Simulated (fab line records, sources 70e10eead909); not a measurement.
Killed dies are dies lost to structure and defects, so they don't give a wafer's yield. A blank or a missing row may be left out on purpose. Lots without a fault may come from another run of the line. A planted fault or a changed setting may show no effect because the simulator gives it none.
A struck lot beside a sound one | flow nand_harc | 15 steps out of a route of 1159
Sound: wafers L614.2, L614.3, L614.5. Struck: wafers L607.1, L607.3, L607.4. The cause comes at the end.
At each step with rows: each side's tool, then ch and its chambers, then its first start. Under that, the readings that differ: sound wafers | struck wafers | difference of the means | sigmas: that difference in standard deviations of wafers without a fault.
alike: readings whose means differ by less than 2 such deviations, and words and numbers that are the same on both sides. not compared: withheld readings, readings that some wafer has no value for, bounds like >300 that may hide the same value, and numbers for which the record gives no deviation and whose values overlap.
The two part at a step that has a row with sigmas, a row that says differs or no value, or rows on one side only. Numbers that don't overlap but have no deviation are shown without sigmas and don't part them. A reading that every wafer of one side lacks parts them only if that side has two wafers or more.

first, 1 step without rows for these wafers: NHARC_P_ZERO_WELL_HARDBAKE_53 (time 80 s).
NHARC_P_ZERO_WELL_DESCUM_54: chemistry O2, time 3 s.
  sound on rie_diel-12 ch 0,1, day 6 11:53; struck on rie_diel-07 ch 0,1,2, day 4 17:56
  reading                     | sound       | struck      | difference | sigmas
  drypump_motor_current_A (A) | 4.9 5.8 4.9 | 6.3 6.7 5.9 | +1.1       | +2
  alike: oes_product_au, rf_vpp_V, showerhead_plenum_p_Torr, throttle_valve_pct
  not compared: rf_hours_counter_h
then, 5 steps without rows for these wafers: NHARC_P_ZERO_WELL_IMPLANT_55; NHARC_P_ZERO_WELL_IMPLANT_61; NHARC_P_ZERO_WELL_STRIP_56 (strips in SPM, time 840 s); NHARC_P_ZERO_WELL_PRECLEAN_68 (cleans in SC1, time 60 s); NHARC_P_ZERO_WELL_SRD_69.
NHARC_P_ZERO_WELL_RTA_42: time 300 s.
  sound on rtp_anneal-02 ch 0, day 6 12:58; struck on rtp_anneal-02 ch 0, day 4 19:02
  alike: lamp_power_pct, lamp_zone_1_pct, lamp_zone_2_pct, wafer_temp_C_max
NHARC_P_ZERO_WELL_INSPECT_43:
  sound on defect_inspect-01, day 6 13:32; struck on defect_inspect-01, day 4 19:42
  alike: raw_defect_count
then, 3 steps without rows for these wafers: NHARC_P_STI_ETCH_26 (etches SiO2 in dHF, target depth 11 nm); NHARC_P_STI_PRECLEAN_27 (cleans in SC1); NHARC_P_STI_SRD_28.
NHARC_P_STI_OXIDE_29: material SiO2, target thk 10 nm, ox time 1362 s.
  sound on furnace-02 ch 0, day 6 18:22; struck on furnace-06 ch 0, day 5 06:22
  alike: spike_tc_upper_C
then, 2 steps without rows for these wafers: NHARC_P_STI_HM_DEP_30 (deposits Si3N4, target thk 80 nm, time 873 s); NHARC_END_SORT_01.

WHERE THEY PART
Only at NHARC_P_ZERO_WELL_DESCUM_54, within this record. Later steps at which nothing parts them and some readings are alike: NHARC_P_ZERO_WELL_RTA_42, NHARC_P_ZERO_WELL_INSPECT_43, NHARC_P_STI_OXIDE_29.

WHY: what the simulator had put in
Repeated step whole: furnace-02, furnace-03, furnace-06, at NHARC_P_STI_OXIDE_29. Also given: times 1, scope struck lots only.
